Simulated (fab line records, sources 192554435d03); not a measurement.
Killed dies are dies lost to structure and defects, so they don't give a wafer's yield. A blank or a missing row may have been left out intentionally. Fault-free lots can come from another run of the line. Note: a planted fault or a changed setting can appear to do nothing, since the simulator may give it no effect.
Which tool is to blame? || flow n5_finfet || Sampling: 13 lots, 39 wafers, 4 of 1938 route steps

== WHAT THE GAUGES SHOWED, per wafer ==
No reading from a measuring or inspecting step in the record can be judged against a usual standard deviation.

== TOOL THAT RAN EACH LOT (tool first, then ch and the chambers of the sampled wafers, then the start) ==
{"lot": "L166", "N5_BEOL_M1_SPUTTER_48": "pvd_sputter-03, day 6 10:06", "N5_PASSIVATION_PECVD_55": "pecvd-01 ch 0,1, day 11 17:49", "N5_PASSIVATION_AL_DEP_21": "pvd_sputter-01, day 11 22:10", "N5_PASSIVATION_PROBE_49": "-"}
{"lot": "L168", "N5_BEOL_M1_SPUTTER_48": "pvd_sputter-01, day 6 14:59", "N5_PASSIVATION_PECVD_55": "pecvd-02 ch 1,2, day 12 04:07", "N5_PASSIVATION_AL_DEP_21": "pvd_sputter-02, day 12 07:22", "N5_PASSIVATION_PROBE_49": "-"}
{"lot": "L169", "N5_BEOL_M1_SPUTTER_48": "pvd_sputter-01, day 7 06:54", "N5_PASSIVATION_PECVD_55": "pecvd-01 ch 0,1,2, day 12 08:32", "N5_PASSIVATION_AL_DEP_21": "pvd_sputter-03, day 12 12:25", "N5_PASSIVATION_PROBE_49": "-"}
{"lot": "L170", "N5_BEOL_M1_SPUTTER_48": "pvd_sputter-02, day 7 16:13", "N5_PASSIVATION_PECVD_55": "pecvd-04 ch 0,1,2, day 13 02:29", "N5_PASSIVATION_AL_DEP_21": "pvd_sputter-03, day 13 04:27", "N5_PASSIVATION_PROBE_49": "-"}
{"lot": "L171", "N5_BEOL_M1_SPUTTER_48": "pvd_sputter-01, day 7 18:22", "N5_PASSIVATION_PECVD_55": "pecvd-01 ch 1,2, day 13 02:34", "N5_PASSIVATION_AL_DEP_21": "pvd_sputter-02, day 13 08:20", "N5_PASSIVATION_PROBE_49": "-"}
{"lot": "L172", "N5_BEOL_M1_SPUTTER_48": "pvd_sputter-01, day 7 21:05", "N5_PASSIVATION_PECVD_55": "pecvd-02 ch 1,2, day 13 14:27", "N5_PASSIVATION_AL_DEP_21": "pvd_sputter-02, day 13 17:20", "N5_PASSIVATION_PROBE_49": "-"}
{"lot": "L174", "N5_BEOL_M1_SPUTTER_48": "pvd_sputter-01, day 8 09:48", "N5_PASSIVATION_PECVD_55": "pecvd-02 ch 1,2, day 13 16:02", "N5_PASSIVATION_AL_DEP_21": "pvd_sputter-01, day 13 17:49", "N5_PASSIVATION_PROBE_49": "prober-02, day 13 23:16"}
{"lot": "L176", "N5_BEOL_M1_SPUTTER_48": "pvd_sputter-01, day 8 15:16", "N5_PASSIVATION_PECVD_55": "pecvd-01 ch 0,1,2, day 14 00:49", "N5_PASSIVATION_AL_DEP_21": "pvd_sputter-02, day 14 04:09", "N5_PASSIVATION_PROBE_49": "prober-02, day 14 09:40"}
{"lot": "L179", "N5_BEOL_M1_SPUTTER_48": "pvd_sputter-03, day 9 14:25", "N5_PASSIVATION_PECVD_55": "pecvd-02 ch 2, day 16 02:28", "N5_PASSIVATION_AL_DEP_21": "pvd_sputter-01, day 16 04:25", "N5_PASSIVATION_PROBE_49": "prober-01, day 16 10:00"}
{"lot": "L182", "N5_BEOL_M1_SPUTTER_48": "pvd_sputter-02, day 10 03:09", "N5_PASSIVATION_PECVD_55": "pecvd-01 ch 1,2, day 16 02:52", "N5_PASSIVATION_AL_DEP_21": "pvd_sputter-03, day 16 05:29", "N5_PASSIVATION_PROBE_49": "-"}
{"lot": "L187", "N5_BEOL_M1_SPUTTER_48": "pvd_sputter-02, day 11 15:08", "N5_PASSIVATION_PECVD_55": "pecvd-04 ch 1,2, day 18 06:44", "N5_PASSIVATION_AL_DEP_21": "pvd_sputter-03, day 18 08:02", "N5_PASSIVATION_PROBE_49": "-"}
{"lot": "L188", "N5_BEOL_M1_SPUTTER_48": "pvd_sputter-02, day 11 19:22", "N5_PASSIVATION_PECVD_55": "pecvd-04 ch 0,1,2, day 18 02:35", "N5_PASSIVATION_AL_DEP_21": "pvd_sputter-01, day 18 04:09", "N5_PASSIVATION_PROBE_49": "-"}
{"lot": "L189", "N5_BEOL_M1_SPUTTER_48": "pvd_sputter-03, day 12 03:25", "N5_PASSIVATION_PECVD_55": "pecvd-01 ch 1,2, day 18 14:43", "N5_PASSIVATION_AL_DEP_21": "pvd_sputter-02, day 18 17:29", "N5_PASSIVATION_PROBE_49": "-"}
- N5_BEOL_M1_SPUTTER_48: material Cu, target thk 4.5 nm, time 8.29 s.
- N5_PASSIVATION_PECVD_55: deposits SiO2 from SiH4/N2O, target thk 400 nm, time 22.5 s.
- N5_PASSIVATION_AL_DEP_21: deposits Al, target thk 2800 nm, time 170 s.
- N5_PASSIVATION_PROBE_49

== AS READ BY THE TOOLS THEMSELVES (means over the sampled wafers that have a number; for cases with no such wafer, the mark the record gives instead) ==
N5_BEOL_M1_SPUTTER_48. Usual: throttle_valve_pct at 30.3 %, with a standard deviation of 1.2.
{"lot": "L166", "tool": "pvd_sputter-03", "throttle_valve_pct (%)": 29.7, "flag": ""}
{"lot": "L168", "tool": "pvd_sputter-01", "throttle_valve_pct (%)": 29.7, "flag": ""}
{"lot": "L169", "tool": "pvd_sputter-01", "throttle_valve_pct (%)": 30.1, "flag": ""}
{"lot": "L170", "tool": "pvd_sputter-02", "throttle_valve_pct (%)": 29.6, "flag": ""}
{"lot": "L171", "tool": "pvd_sputter-01", "throttle_valve_pct (%)": 29.6, "flag": ""}
{"lot": "L172", "tool": "pvd_sputter-01", "throttle_valve_pct (%)": 30.2, "flag": ""}
{"lot": "L174", "tool": "pvd_sputter-01", "throttle_valve_pct (%)": 30.4, "flag": ""}
{"lot": "L176", "tool": "pvd_sputter-01", "throttle_valve_pct (%)": 29.9, "flag": ""}
{"lot": "L179", "tool": "pvd_sputter-03", "throttle_valve_pct (%)": 30.5, "flag": ""}
{"lot": "L182", "tool": "pvd_sputter-02", "throttle_valve_pct (%)": 30.6, "flag": ""}
{"lot": "L187", "tool": "pvd_sputter-02", "throttle_valve_pct (%)": 28.8, "flag": ""}
{"lot": "L188", "tool": "pvd_sputter-02", "throttle_valve_pct (%)": 31.2, "flag": ""}
{"lot": "L189", "tool": "pvd_sputter-03", "throttle_valve_pct (%)": 30.9, "flag": ""}

N5_PASSIVATION_PECVD_55. Usual: heater_power_w 666 W, standard deviation 140; showerhead_plenum_p_Torr 8.11 Torr, standard deviation 0.083; throttle_valve_pct 51.0 %, standard deviation 2.2.
{"lot": "L166", "tool": "pecvd-01", "heater_power_w (W)": 502, "showerhead_plenum_p_Torr (Torr)": 8.01, "throttle_valve_pct (%)": 52.0, "flag": ""}
{"lot": "L168", "tool": "pecvd-02", "heater_power_w (W)": 763, "showerhead_plenum_p_Torr (Torr)": 8.17, "throttle_valve_pct (%)": 51.4, "flag": ""}
{"lot": "L169", "tool": "pecvd-01", "heater_power_w (W)": 569, "showerhead_plenum_p_Torr (Torr)": 8.10, "throttle_valve_pct (%)": 50.4, "flag": ""}
{"lot": "L170", "tool": "pecvd-04", "heater_power_w (W)": 745, "showerhead_plenum_p_Torr (Torr)": 8.11, "throttle_valve_pct (%)": 50.7, "flag": ""}
{"lot": "L171", "tool": "pecvd-01", "heater_power_w (W)": 521, "showerhead_plenum_p_Torr (Torr)": 8.07, "throttle_valve_pct (%)": 49.0, "flag": ""}
{"lot": "L172", "tool": "pecvd-02", "heater_power_w (W)": 627, "showerhead_plenum_p_Torr (Torr)": 8.16, "throttle_valve_pct (%)": 51.7, "flag": ""}
{"lot": "L174", "tool": "pecvd-02", "heater_power_w (W)": 729, "showerhead_plenum_p_Torr (Torr)": 8.16, "throttle_valve_pct (%)": 51.6, "flag": ""}
{"lot": "L176", "tool": "pecvd-01", "heater_power_w (W)": 561, "showerhead_plenum_p_Torr (Torr)": 8.08, "throttle_valve_pct (%)": 50.4, "flag": ""}
{"lot": "L179", "tool": "pecvd-02", "heater_power_w (W)": 893, "showerhead_plenum_p_Torr (Torr)": 8.18, "throttle_valve_pct (%)": 51.6, "flag": ""}
{"lot": "L182", "tool": "pecvd-01", "heater_power_w (W)": 605, "showerhead_plenum_p_Torr (Torr)": 8.15, "throttle_valve_pct (%)": 47.7, "flag": ""}
{"lot": "L187", "tool": "pecvd-04", "heater_power_w (W)": 812, "showerhead_plenum_p_Torr (Torr)": 8.03, "throttle_valve_pct (%)": 50.5, "flag": ""}
{"lot": "L188", "tool": "pecvd-04", "heater_power_w (W)": 796, "showerhead_plenum_p_Torr (Torr)": 8.10, "throttle_valve_pct (%)": 50.9, "flag": ""}
{"lot": "L189", "tool": "pecvd-01", "heater_power_w (W)": 583, "showerhead_plenum_p_Torr (Torr)": 8.15, "throttle_valve_pct (%)": 46.7, "flag": ""}

N5_PASSIVATION_AL_DEP_21. Usual: throttle_valve_pct at 30.3 %, with a standard deviation of 1.1.
{"lot": "L166", "tool": "pvd_sputter-01", "throttle_valve_pct (%)": 30.0, "flag": ""}
{"lot": "L168", "tool": "pvd_sputter-02", "throttle_valve_pct (%)": 30.5, "flag": ""}
{"lot": "L169", "tool": "pvd_sputter-03", "throttle_valve_pct (%)": 29.8, "flag": ""}
{"lot": "L170", "tool": "pvd_sputter-03", "throttle_valve_pct (%)": 29.5, "flag": ""}
{"lot": "L171", "tool": "pvd_sputter-02", "throttle_valve_pct (%)": 31.3, "flag": ""}
{"lot": "L172", "tool": "pvd_sputter-02", "throttle_valve_pct (%)": 30.3, "flag": ""}
{"lot": "L174", "tool": "pvd_sputter-01", "throttle_valve_pct (%)": 30.0, "flag": ""}
{"lot": "L176", "tool": "pvd_sputter-02", "throttle_valve_pct (%)": 32.0, "flag": ""}
{"lot": "L179", "tool": "pvd_sputter-01", "throttle_valve_pct (%)": 30.2, "flag": ""}
{"lot": "L182", "tool": "pvd_sputter-03", "throttle_valve_pct (%)": 30.0, "flag": ""}
{"lot": "L187", "tool": "pvd_sputter-03", "throttle_valve_pct (%)": 30.0, "flag": ""}
{"lot": "L188", "tool": "pvd_sputter-01", "throttle_valve_pct (%)": 30.1, "flag": ""}
{"lot": "L189", "tool": "pvd_sputter-02", "throttle_valve_pct (%)": 29.6, "flag": ""}

N5_PASSIVATION_PROBE_49. Usual: defect_limited_yield 91.4 %, standard deviation 1.6; killed_at_M0_to_M3 34, standard deviation 12; killed_at_M4_up 13, standard deviation 5.2; killed_at_contacts 11, standard deviation 5.5; killed_at_front_end 40, standard deviation 13; killed_at_other 3.4, standard deviation 2.7; killed_dies 102, standard deviation 19; killed_on_rim 13, standard deviation 4.3; killed_open 66, standard deviation 15; killed_short 33, standard deviation 7.9; sort_bin_5_function 5.1 %, standard deviation 1.1; sort_bin_6_memory 3.2 %, standard deviation 0.7; sort_n_pass 1078, standard deviation 19; sort_yield_pct 91.4 %, standard deviation 1.6.
{"lot": "L174", "tool": "prober-02", "defect_limited_yield (%)": 88.9, "killed_at_M0_to_M3": 66, "killed_at_M4_up": 21, "killed_at_contacts": 10, "killed_at_front_end": 29, "killed_at_other": 5.7, "killed_dies": 131, "killed_on_rim": 23, "killed_open": 62, "killed_short": 32, "sort_bin_5_function (%)": 6.2, "sort_bin_6_memory (%)": 3.5, "sort_n_pass": 1049, "sort_yield_pct (%)": 88.9, "flag": ""}
{"lot": "L176", "tool": "prober-02", "defect_limited_yield (%)": 89.3, "killed_at_M0_to_M3": 69, "killed_at_M4_up": 10, "killed_at_contacts": 9, "killed_at_front_end": 33, "killed_at_other": 5.7, "killed_dies": 127, "killed_on_rim": 17, "killed_open": 62, "killed_short": 32, "sort_bin_5_function (%)": 6.4, "sort_bin_6_memory (%)": 3.2, "sort_n_pass": 1053, "sort_yield_pct (%)": 89.3, "flag": ""}
{"lot": "L179", "tool": "prober-01", "defect_limited_yield (%)": 91.9, "killed_at_M0_to_M3": 37, "killed_at_M4_up": 12, "killed_at_contacts": 8, "killed_at_front_end": 36, "killed_at_other": 3.3, "killed_dies": 96, "killed_on_rim": 9, "killed_open": 60, "killed_short": 35, "sort_bin_5_function (%)": 4.6, "sort_bin_6_memory (%)": 3.2, "sort_n_pass": 1084, "sort_yield_pct (%)": 91.9, "flag": ""}

== THE ANSWER, worked out from the rows above alone ==
Rule: a lot counts as off when the mean over its wafers that have a number is more than 3 standard deviations away from the usual mean. Also off: a lot with no number at a reading for which 4 or more lots have one. All remaining lots with rows at the step are treated as sound. After the gauges, taken in route order, come the tools' own readings; for these a lot's mean is taken, as printed above. The first step at which some lot is off is used, and at that step the reading that is off furthest; a lot without a number counts as furthest.
No lot is off on any of the readings shown, so nothing can be concluded from this.

== WHAT THE SIMULATOR HAD INSERTED ==
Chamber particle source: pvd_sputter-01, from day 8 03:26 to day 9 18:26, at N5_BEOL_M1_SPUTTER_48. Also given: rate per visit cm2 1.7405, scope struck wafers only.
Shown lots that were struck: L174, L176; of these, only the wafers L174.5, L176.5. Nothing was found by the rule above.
